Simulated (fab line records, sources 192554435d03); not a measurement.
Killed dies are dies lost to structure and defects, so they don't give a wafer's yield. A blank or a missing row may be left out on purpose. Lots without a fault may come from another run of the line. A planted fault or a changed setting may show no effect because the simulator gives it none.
A struck lot beside a sound one | flow n5_finfet | 20 steps out of a route of 1938
Sound: wafers L950.4, L950.5, L950.6. Struck: wafer L943.4. (L943.1 of the same lot was not struck and is left out.) The cause comes at the end.
At each step with rows: each side's tool, then ch and its chambers, then its first start. Under that, the readings that differ: sound wafers | struck wafers | difference of the means | sigmas: that difference in standard deviations of wafers without a fault.
alike: readings whose means differ by less than 2 such deviations, and words and numbers that are the same on both sides. not compared: withheld readings, readings that some wafer has no value for, bounds like >300 that may hide the same value, and numbers for which the record gives no deviation and whose values overlap.
The two part at a step that has a row with sigmas, a row that says differs or no value, or rows on one side only. Numbers that don't overlap but have no deviation are shown without sigmas and don't part them. A reading that every wafer of one side lacks parts them only if that side has two wafers or more.

first, 9 steps without rows for these wafers: N5_FIN_SAQP_EXPOSE_13 (exposes mask FIN CORE, target cd 35.6 nm); N5_FIN_SAQP_PEB_14 (peb time 60 s); N5_FIN_SAQP_DEVELOP_15 (develop time 30 s); N5_FIN_SAQP_DESCUM_21 (chemistry O2, time 7.9 s); N5_FIN_SAQP_ETCH_51 (etches SiARC in CF4, target depth 45.5 nm, time 75.8 s); N5_FIN_SAQP_ETCH_52 (etches SOC in N2/H2, target depth 100 nm, overetch 20 nm, time 150 s); N5_FIN_SAQP_STRIP_53 (strips in N2/H2); N5_FIN_SAQP_HM_OPEN_73 (chemistry CHF3/O2, target SiO2, stops on a-Si, target depth 12 nm, time 16.8 s); N5_FIN_SAQP_STRIP_74 (strips in CHF3/O2).
N5_FIN_SAQP_MANDREL_ETCH_22: etches a-Si in HBr/Cl2, stops on SiNx, target depth 60 nm, bt time 10 s, time 30 s.
  sound on rie_si-06 ch 0,1, day 6 04:59; struck on rie_si-03 ch 2, day 4 11:00
  reading                                     | sound             | struck  | difference | sigmas
  oes_product_au (a.u.)                       | 0.771 0.762 0.775 | 0.690   | -0.079     | -4
  over_etch_frac                              | 0.5 0.5 0.5       | 0.76038 | +0.26038   |
  model.SOC_of_FIN_SAQP_COAT_49.thk_nm (nm)   | 75.32 75.39 75.02 | 73.21   | -2.03      |
  model.SiNx_of_FIN_SAQP_PECVD_48.thk_nm (nm) | 25.31 24.95 25.14 | 22.76   | -2.37      |
  alike: drypump_motor_current_A, he_backside_leak_sccm, throttle_valve_pct
  not compared: rf_hours_counter_h
then, 7 steps without rows for these wafers: N5_FIN_SAQP_STRIP_55 (strips in N2/H2); N5_FIN_SAQP_STRIP_23 (strips in SPM, time 750 s); N5_FIN_SAQP_SRD_66 (time 30 s); N5_FIN_SAQP_RECESS_75 (chemistry HF/NH3, target SiO2, target depth 14.4 nm, afs cycles 3, sublimation time 60 s); N5_FIN_SAQP_SPACER1_ALD_24 (deposits SiO2, target thk 20.3 nm, pulse time 1 s, purge time 2 s); N5_FIN_SAQP_SPACER1_ETCHBACK_25 (etches SiO2 in CHF3/O2, target depth 24.4 nm, time 12.2 s); N5_FIN_SAQP_MANDREL1_REMOVE_56 (chemistry HBr/Cl2/O2, target a-Si, stops on SiNx, bt time 10 s).
N5_FIN_SAQP_ETCH_57: etches SiNx in CH3F/O2, target depth 32.5 nm, time 46.4 s.
  sound on rie_diel-06 ch 0,1,2, day 6 07:01; struck on rie_diel-03 ch 1, day 4 13:03
  reading                  | sound             | struck | difference                   | sigmas
  etch_rf_on_time_s (s)    | 46.9 46.1 47.2    | 43.0   | -3.7                         | -4
  rf_hours_counter_h (h)   | - - -             | 214    | no value on the sound wafers |
  model.etch.depth_nm (nm) | 25.31 24.95 25.14 | 22.76  | -2.37                        |
  alike: drypump_motor_current_A, mfc_ar_sccm, oes_product_au, rf_vpp_V, showerhead_plenum_p_Torr, throttle_valve_pct
then, 1 step without rows for these wafers: N5_FIN_SAQP_ETCH_65 (etches SiO2 in CF4, target depth 4 nm, time 4.4 s).
-- the record jumps here: 7 days lie between the struck wafers' starts before and after (it left off in module FIN_SAQP and takes up again in module BEOL_M4, whose first step shown is number 1111 of the route) --
N5_BEOL_M4_RC_MEAS_101:
  sound on prober-01 ch 0, day 13 06:04; struck on prober-02 ch 0, day 11 11:38
  reading        | sound             | struck | difference | sigmas
  DIBL_N (mV/V)  | 35.4 34.9 34.7    | 38.4   | +3.4       | +2
  IOFF_N (nA/um) | 0.132 0.132 0.125 | 0.200  | +0.070     | +2
  VT_N (mV)      | 255 254 257       | 246    | -9         | -3
  alike: DIBL_P, IOFF_P, ION_N, ION_P, SS_N, SS_P, VT_P

WHERE THEY PART
First at N5_FIN_SAQP_MANDREL_ETCH_22; last, within this record, at N5_BEOL_M4_RC_MEAS_101.

WHY: what the simulator had put in
Process parameter drift: rie_si-03, from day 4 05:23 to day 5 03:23, at N5_FIN_SAQP_MANDREL_ETCH_22. Setting over_etch_frac, moved by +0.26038, from 0.5. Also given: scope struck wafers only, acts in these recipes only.
